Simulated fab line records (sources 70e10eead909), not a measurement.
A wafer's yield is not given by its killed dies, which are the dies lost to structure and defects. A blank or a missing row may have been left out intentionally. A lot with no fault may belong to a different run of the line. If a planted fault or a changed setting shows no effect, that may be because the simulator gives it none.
fab line records	flow nand-harc
record lots=12	wafers=36	last-day=24
route steps=1159 shown P_BONDPAD@378 THIN_TSV@1119 END@1159
lots with no fault: from the same line, run without faults
start-h: start of the lot's first displayed wafer, in hours after the record's first day	wait-h: time in hours since the lot's previous step	" unchanged from the row above	L1.1+2: one row covering several wafers at once	- value missing, or start not given	* or withheld: withheld	< > ~ a bound
route shown NAME@n: NAME is a module with steps in the file, n the number in the route of the first one	usual: the fault-free wafers' mean and standard deviation	same: alike in all rows	chamber/n: place in a boat	sites: each site's reading	_std_site: their standard deviation	_edge_site: inner sites' mean taken away from outer sites' mean	radius-mm: how far each site lies from the wafer's centre	mask NAME#n: copy n	behind: tool/chamber where the wafer was last shaped	hold: what put the lot on hold/how long, in hours/how the hold closed	device: which transistor (n, p or np) failed to switch	end of line: tests run on the same wafers once the route is complete	a step given without rows: its recipe and nothing more	killed: dies lost to structure and defects at the first sort, not the wafer's yield	map: the dies of a wafer, with x for killed, . for not killed, _ for no die there
set.NAME: the run value of the setting; set.NAME@STEP: its run value at that earlier step	model.NAME: the simulator's own value behind a step, which no gauge read
steps of the route over a sample of lots; a table a step, a row a wafer
services: from which hour (start-h, from the record's first day; less than 0 if before it) a tool's chamber was out of use, for how many hours, and why
## steps
# step NHARC_P_BONDPAD_ECD_18
# recipe target-thk-a=4000	bath-temp-c=25	material=Cu
lot.wafer	tool	chamber	start-h	wait-h
L673.1+3+6	ecd-cu-02	1,0,1	130.68	-
L675.2+4+5	ecd-cu-01	0,0,1	145.86	-
L674.2+4+6	ecd-cu-02	1,0,0	146.70	-
L676.1+4+3	ecd-cu-01	0,0,1	148.08	-
L678.2+6+5	ecd-cu-01	0,0,1	159.73	-
L677.2+3+6	ecd-cu-02	0	159.88	-
L681.1+2+3	ecd-cu-02	0,1,0	188.23	-
L683.1+3+6	ecd-cu-02	0,1,0	196.05	-
L684.1+4+6	ecd-cu-01	0	214.56	-
L688.1+3+6	ecd-cu-02	1,1,0	230.63	-
L691.2+4+5	ecd-cu-02	0,1,1	252.25	-
L692.1+3+5	ecd-cu-01	1,0,1	252.53	-
# step NHARC_THIN_TSV_ETCH_44
# recipe target-depth-a=15942	time-s=797.1	cf4-flow-sccm=150	o2-flow-sccm=10	ar-flow-sccm=0	rf-w=300	bias-w=800	chemistry=CF4/O2
# usual drypump-motor-current-A=5.6/0.4	oes-product-au=1.000/0.011	rf-vpp-V=795/4.9	showerhead-plenum-p-Torr=1.84/0.078	throttle-valve-pct=16.912/0.0084
lot.wafer	tool	chamber	start-h	wait-h	drypump-motor-current-A	oes-product-au	rf-hours-counter-h	rf-vpp-V	showerhead-plenum-p-Torr	throttle-valve-pct
L673.1	rie-diel-13	1	427.23	0.1	5.5	1.019	10	791	1.76	16.911
L673.3	"	3	"	"	5.8	0.998	10	803	1.96	16.914
L673.6	"	1	"	"	5.5	1.001	-	789	1.76	16.914
L674.2	rie-diel-13	0	438.13	0.2	5.6	1.003	9	788	1.72	16.926
L674.4	"	1	"	"	5.5	1.004	11	790	1.76	16.916
L674.6	"	2	"	"	5.9	0.980	-	802	1.95	16.915
L675.4	rie-diel-12	1	439.33	0.1	4.8	1.011	7	789	1.76	16.902
L675.2	"	0	"	"	6.2	0.994	6	791	1.77	16.915
L675.5	"	2	"	"	5.8	0.990	-	796	1.85	16.897
L676.4	rie-diel-12	0	440.54	0.1	6.2	0.995	6	791	1.77	16.900
L676.3	"	2	"	"	5.7	0.989	7	794	1.85	16.913
L676.1	"	3	"	"	5.7	0.984	6	801	1.94	16.910
L678.2	rie-diel-12	3	453.58	0.2	5.7	0.999	6	801	1.94	16.915
L678.6	"	1	"	"	4.8	0.999	-	789	1.76	16.911
L678.5	"	2	"	"	5.7	0.991	-	796	1.85	16.915
L677.2	rie-diel-12	0	454.85	0.1	6.2	0.992	8	791	1.77	16.911
L677.3	"	1	"	"	4.8	0.996	9	790	1.76	16.903
L677.6	"	3	"	"	5.7	0.987	-	802	1.94	16.917
L683.3	rie-diel-12	1	478.05	0.1	4.8	1.012	12	789	1.75	16.905
L683.1	"	2	"	"	5.7	0.994	11	795	1.84	16.916
L683.6	"	1	"	"	4.8	1.008	-	787	1.75	16.903
L681.2	rie-diel-04	2	486.56	0.1	5.3	0.990	1	794	1.82	16.895
L681.3	"	3	"	"	5.4	1.006	1	794	1.83	16.904
L681.1	"	1	"	"	5.9	0.991	1	799	1.91	16.914
L684.4	rie-diel-12	3	497.68	0.1	5.7	0.996	12	801	1.94	16.918
L684.1	"	0	"	"	6.2	1.014	12	790	1.77	16.912
L684.6	"	0	"	"	6.2	1.000	-	791	1.77	16.905
L688.3	rie-diel-04	1	515.92	0.1	5.9	0.985	3	801	1.91	16.910
L688.6	"	0	"	"	5.8	0.974	-	795	1.84	16.921
L691.2	rie-diel-12	0	529.58	0.1	6.2	1.001	16	789	1.77	16.896
L691.4	"	2	"	"	5.7	0.995	17	794	1.84	16.913
L692.3	rie-diel-13	0	549.85	0.1	5.6	1.014	5	789	1.72	16.902
L692.1	"	2	"	"	5.9	0.999	5	801	1.95	16.922
L692.5	"	3	"	"	5.8	1.013	-	801	1.96	16.916
# step NHARC_THIN_TSV_STRIP_45
# recipe power-w=1500	temp-c=250	chemistry=O2
# usual drypump-motor-current-A=6.0/0.4	heater-power-w=299/16
lot.wafer	tool	chamber	start-h	wait-h	drypump-motor-current-A	heater-power-w	rf-hours-counter-h
L673.1	plasma-asher-02	1	428.07	0.1	5.8	280	19
L673.3	"	1	"	"	5.8	285	-
L673.6	"	1	"	"	5.8	284	-
L674.2	plasma-asher-02	1	438.86	0.1	5.8	287	23
L674.4	"	0	"	"	6.4	324	-
L674.6	"	1	"	"	5.8	283	-
L675.2	plasma-asher-02	1	440.20	0.1	5.8	281	24
L675.4	"	1	"	"	5.8	280	-
L675.5	"	0	"	"	6.4	318	-
L676.1	plasma-asher-01	1	441.35	0.1	5.3	319	57
L676.4	"	1	"	"	5.3	317	-
L676.3	"	0	"	"	6.1	293	-
L678.2	plasma-asher-02	1	454.26	0.1	5.9	282	27
L678.6	"	1	"	"	5.8	280	-
L678.5	"	0	"	"	6.4	321	-
L677.2	plasma-asher-02	0	457.29	1.7	6.4	318	30
L677.3	"	1	"	"	5.8	279	-
L677.6	"	0	"	"	6.4	314	-
L683.1	plasma-asher-01	1	478.84	0.1	5.3	300	5
L683.3	"	0	"	"	6.1	278	-
L683.6	"	0	"	"	6.1	286	-
L681.2	plasma-asher-02	1	487.34	0.1	5.8	278	42
L681.1	"	0	"	"	6.4	312	42
L681.3	"	0	"	"	6.4	320	-
L684.1	plasma-asher-02	1	498.51	0.1	5.8	279	47
L684.4	"	0	"	"	6.4	321	-
L684.6	"	0	"	"	6.4	314	-
L688.3	plasma-asher-02	1	516.76	0.2	5.8	288	-
L688.6	"	1	"	"	5.8	280	-
L691.2	plasma-asher-01	0	530.31	0.1	6.2	277	22
L691.4	"	0	"	"	6.1	285	-
L692.1	plasma-asher-01	0	550.58	0.1	6.2	291	28
L692.3	"	0	"	"	6.2	280	-
L692.5	"	1	"	"	5.3	305	-
# step NHARC_THIN_TSV_STRIP_62
# recipe power-w=1500	temp-c=250	time-s=20	chemistry=N2/H2
# usual drypump-motor-current-A=5.9/0.41	heater-power-w=300/15
lot.wafer	tool	chamber	start-h	wait-h	drypump-motor-current-A	heater-power-w	rf-hours-counter-h
L673.1	plasma-asher-01	1	429.58	-	5.3	315	53
L673.3	"	0	"	"	6.1	300	-
L673.6	"	1	"	"	5.3	312	-
L674.2	plasma-asher-01	1	440.40	-	5.3	318	57
L674.4	"	1	"	"	5.3	308	-
L674.6	"	1	"	"	5.3	315	-
L675.2	plasma-asher-02	1	441.73	-	5.8	281	25
L675.4	"	0	"	"	6.4	317	-
L675.5	"	0	"	"	6.4	322	-
L676.1	plasma-asher-01	0	442.92	-	6.2	290	58
L676.4	"	0	"	"	6.1	298	-
L676.3	"	1	"	"	5.3	313	-
L678.2	plasma-asher-02	0	457.52	-	6.4	320	31
L678.6	"	0	"	"	6.4	328	-
L678.5	"	1	"	"	5.8	286	-
L677.2	plasma-asher-02	0	458.94	-	6.4	322	31
L677.3	"	0	"	"	6.4	325	-
L677.6	"	0	"	"	6.4	316	-
L683.1	plasma-asher-02	1	480.45	-	5.8	283	39
L683.3	"	0	"	"	6.4	321	-
L683.6	"	0	"	"	6.4	314	-
L681.2	plasma-asher-02	0	488.91	-	6.4	316	43
L681.1	"	1	"	"	5.8	278	43
L681.3	"	0	"	"	6.4	328	-
L684.1	plasma-asher-01	1	500.20	-	5.3	299	12
L684.4	"	1	"	"	5.3	298	-
L684.6	"	1	"	"	5.3	303	-
L688.3	plasma-asher-02	0	518.74	0.4	6.4	316	-
L688.6	"	0	"	"	6.4	321	-
L691.2	plasma-asher-01	0	531.87	-	6.1	285	23
L691.4	"	1	"	"	5.3	302	-
L692.1	plasma-asher-02	0	552.13	-	6.4	323	3
L692.3	"	1	"	"	5.8	295	-
L692.5	"	0	"	"	6.4	325	-
# step NHARC_END_SORT_01
# recipe temp-c=25
# usual defect-limited-yield=95.6/1.4	killed-at-array=26/9	killed-at-other=0.8/1.2	killed-at-periphery=3.2/2.3	killed-dies=30/9.1	killed-open=3.5/2	killed-short=1.8/1.4	sort_bin_2_pct=1.4/0.59	sort_bin_3_pct=0.25/0.22	sort_bin_4_pct=2.8/0.91	sort-n-pass=647/9.1	sort-rim-yield-pct=95.4/3	sort-yield-pct=95.6/1.4
# same gross-dies=677	sort_bin_5_pct[%]=0	sort_bin_6_pct[%]=0	sort_bin_7_pct[%]=0	sort_bin_8_pct[%]=0	sort-rim-n-gross=106.00
lot.wafer	tool	chamber	start-h	wait-h	defect-limited-yield[%]	killed-at-array	killed-at-other	killed-at-periphery	killed-dies	killed-open	killed-short	sort_bin_2_pct[%]	sort_bin_3_pct[%]	sort_bin_4_pct[%]	sort-n-pass	sort-rim-yield-pct[%]	sort-yield-pct[%]
L683.1	prober-02	0	491.37	2.5	93.9	39	1	1	41	4	0	1.9	0.44	3.7	636	98.1	93.9
L683.3	prober-02	0	492.97	3.1	96.0	25	0	2	27	3	2	2.1	0.30	1.6	650	98.1	96.0
L683.6	prober-02	0	495.38	4.0	96.8	22	0	0	22	2	1	0.6	0.30	2.4	655	100.0	96.8
L681.1	prober-01	0	501.77	2.5	95.1	29	1	3	33	3	3	1.6	0	3.2	644	95.3	95.1
L681.2	prober-01	0	502.57	2.8	96.6	21	0	2	23	2	1	1.0	0.30	2.1	654	100.0	96.6
L681.3	prober-01	0	503.37	3.1	95.9	25	0	3	28	2	3	1.8	0.44	1.9	649	97.2	95.9
L688.1	prober-01	0	530.86	2.5	0	26	0	651	677	3	1	97.0	0.15	2.8	0	0	0
L688.3	prober-01	0	532.48	3.1	95.7	23	3	3	29	2	4	1.8	0.44	2.1	648	96.2	95.7
L688.6	prober-01	0	534.90	4.0	96.2	21	2	3	26	3	2	1.0	0.15	2.7	651	93.4	96.2
L691.2	prober-02	0	543.59	2.8	94.1	35	1	4	40	1	2	2.4	0	3.5	637	92.5	94.1
L691.4	prober-02	0	545.17	3.4	91.4	52	0	6	58	9	2	3.2	0.59	4.7	619	92.5	91.4
L691.5	prober-02	0	545.96	3.7	0	38	1	638	677	0	3	96.5	0.15	3.4	0	0	0
# killed by level:class
L683.1 A_CHANNEL_HOLE_D1:chamber-film-flake=22 A_CONTACT:chamber-film-flake=5 A_STAIRCASE:chamber-film-flake=4 A_WL_FILL:chamber-film-flake=3 A_CONTACT:geometric-particle:open=2 A_SOURCE_PLATE:geometric-particle:open=1 A_WL_FILL:geometric-particle:open=1 P_ZERO_WELL:chamber-film-flake=1
L683.3 A_CHANNEL_HOLE_D1:chamber-film-flake=13 A_CONTACT:chamber-film-flake=4 A_CHANNEL_FILL_D1:chamber-film-flake=2 P_M0:geometric-particle:open=1 P_M1:geometric-particle:open=1 A_ONON_D1:geometric-particle:open=1 A_CHANNEL_FILL_D1:geometric-particle:short=1 A_WL_FILL:geometric-particle:short=1
L683.6 A_CHANNEL_HOLE_D1:chamber-film-flake=12 A_CONTACT:chamber-film-flake=5 A_M0:geometric-particle:open=2 A_WL_FILL:geometric-particle:short=1 A_ZERO_WELL:chamber-film-flake=1 A_WL_FILL:chamber-film-flake=1
L681.1 A_CHANNEL_HOLE_D1:chamber-film-flake=19 A_CONTACT:chamber-film-flake=3 A_STAIRCASE:chamber-film-flake=2 P_CONTACT:geometric-particle:open=1 A_CHANNEL_FILL_D1:geometric-particle:short=1 A_CHANNEL_FILL_D1:geometric-particle:open=1 A_BLC:geometric-particle:short=1 A_BLC:geometric-particle:open=1
L681.2 A_CHANNEL_HOLE_D1:chamber-film-flake=16 A_CONTACT:chamber-film-flake=3 P_M0:geometric-particle:open=1 A_CHANNEL_FILL_D1:geometric-particle:open=1 A_SGD_CUT:geometric-particle:short=1 P_GATE:chamber-film-flake=1
L681.3 A_CHANNEL_HOLE_D1:chamber-film-flake=19 A_CONTACT:chamber-film-flake=2 P_GATE:geometric-particle:open=1 P_M2:geometric-particle:open=1 A_CHANNEL_HOLE_D1:geometric-particle:short=1 A_CHANNEL_FILL_D1:geometric-particle:short=1 A_CONTACT:geometric-particle:short=1 P_ZERO_WELL:chamber-film-flake=1
L688.1 P_BONDPAD:area-ecd=649 A_SLIT:chamber-film-flake=11 A_CHANNEL_HOLE_D1:chamber-film-flake=7 A_M0:geometric-particle:open=2 A_STAIRCASE:chamber-film-flake=2 P_M0:geometric-particle:short=1 A_CONTACT:geometric-particle:open=1 P_ZERO_WELL:chamber-film-flake=1
L688.3 A_SLIT:chamber-film-flake=7 A_CHANNEL_HOLE_D1:chamber-film-flake=5 A_STAIRCASE:chamber-film-flake=4 THIN_TSV:chamber-film-flake=3 P_CONTACT:geometric-particle:open=2 A_CHANNEL_FILL_D1:geometric-particle:short=2 A_CONTACT:chamber-film-flake=2 A_SGD_CUT:geometric-particle:short=1
L688.6 A_SLIT:chamber-film-flake=11 A_CONTACT:chamber-film-flake=3 P_CONTACT:geometric-particle:open=2 A_CHANNEL_HOLE_D1:chamber-film-flake=2 A_STAIRCASE:chamber-film-flake=2 THIN_TSV:chamber-film-flake=2 P_CONTACT:geometric-particle:short=1 A_ONON_D1:geometric-particle:open=1
L691.2 A_CHANNEL_HOLE_D1:chamber-film-flake=15 A_SLIT:chamber-film-flake=11 A_CONTACT:chamber-film-flake=4 A_STAIRCASE:chamber-film-flake=3 P_M0:geometric-particle:open=1 P_M2:geometric-particle:short=1 A_WL_FILL:geometric-particle:short=1 P_ZERO_WELL:chamber-film-flake=1
L691.4 A_CHANNEL_HOLE_D1:chamber-film-flake=20 A_SLIT:chamber-film-flake=12 A_STAIRCASE:chamber-film-flake=7 A_M0:geometric-particle:open=5 A_CONTACT:chamber-film-flake=4 A_BLC:geometric-particle:open=2 P_GATE:geometric-particle:short=1 P_M0:geometric-particle:open=1
L691.5 P_BONDPAD:area-ecd=635 A_CHANNEL_HOLE_D1:chamber-film-flake=23 A_SLIT:chamber-film-flake=9 P_ZERO_WELL:chamber-film-flake=2 A_STAIRCASE:chamber-film-flake=2 A_WL_FILL:geometric-particle:short=1 A_CONTACT:geometric-particle:short=1 A_M1:geometric-particle:short=1
## services
tool	chamber	start-h	hours	kind
rie-diel-12	0	125.13	24.1	repair
ecd-cu-02	-	163.15	1.0	repair
ecd-cu-02	-	180.00	8.0	pm
plasma-asher-02	-	183.31	9.0	pm
rie-diel-12	-	202.41	9.0	pm
rie-diel-12	1	218.40	5.1	repair
plasma-asher-02	-	234.84	7.2	repair
plasma-asher-02	-	243.10	24.9	repair
ecd-cu-02	-	257.98	0.9	repair
plasma-asher-01	-	276.00	9.0	pm
ecd-cu-02	-	356.00	8.0	pm
plasma-asher-02	-	360.31	9.0	pm
rie-diel-12	-	379.51	9.0	pm
ecd-cu-02	-	421.82	1.2	repair
rie-diel-12	2	448.39	1.4	repair
plasma-asher-02	-	449.39	2.4	repair
plasma-asher-01	-	453.00	9.0	pm
rie-diel-12	0	463.77	9.3	repair
rie-diel-12	1	479.88	7.5	repair
rie-diel-12	1	513.88	12.5	repair
ecd-cu-02	-	525.18	1.8	repair
ecd-cu-02	-	532.00	8.0	pm
plasma-asher-02	-	537.31	9.0	pm
plasma-asher-01	-	540.98	8.9	repair
## key
first-sign step=NHARC_END_SORT_01	reading=killed-at-periphery	direction=up	sigmas=99+	usual=3.2	struck=644.5
effect step=NHARC_END_SORT_01	reading=sort_bin_2_pct	direction=up	sigmas=99+	usual=1.4	struck=96.8
more-kills-born-at NHARC_P_BONDPAD_ECD_18@ecd-cu-02=1284
met-at NHARC_P_BONDPAD_ECD_18
struck-lots L688,L691
struck-wafers L688.1,L691.5
later-rows-left-out L688.1,L691.5
not-acting-at NHARC_THIN_TSV_ETCH_44,NHARC_THIN_TSV_STRIP_45,NHARC_THIN_TSV_STRIP_62
onset-between 196.05 230.63
fault kind=process-parameter-drift	tool=ecd-cu-02	chamber=-	onset-h=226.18	steps=NHARC_P_BONDPAD_ECD_18	channel=target-thk-a	offset=*	shape=step	end-h=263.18	scope=struck-wafers-only	acts-in=*	stated=*
# later-rows-left-out: the simulator's readings of these wafers behind a module that went badly wrong aren't trusted and aren't shown, but for the sort
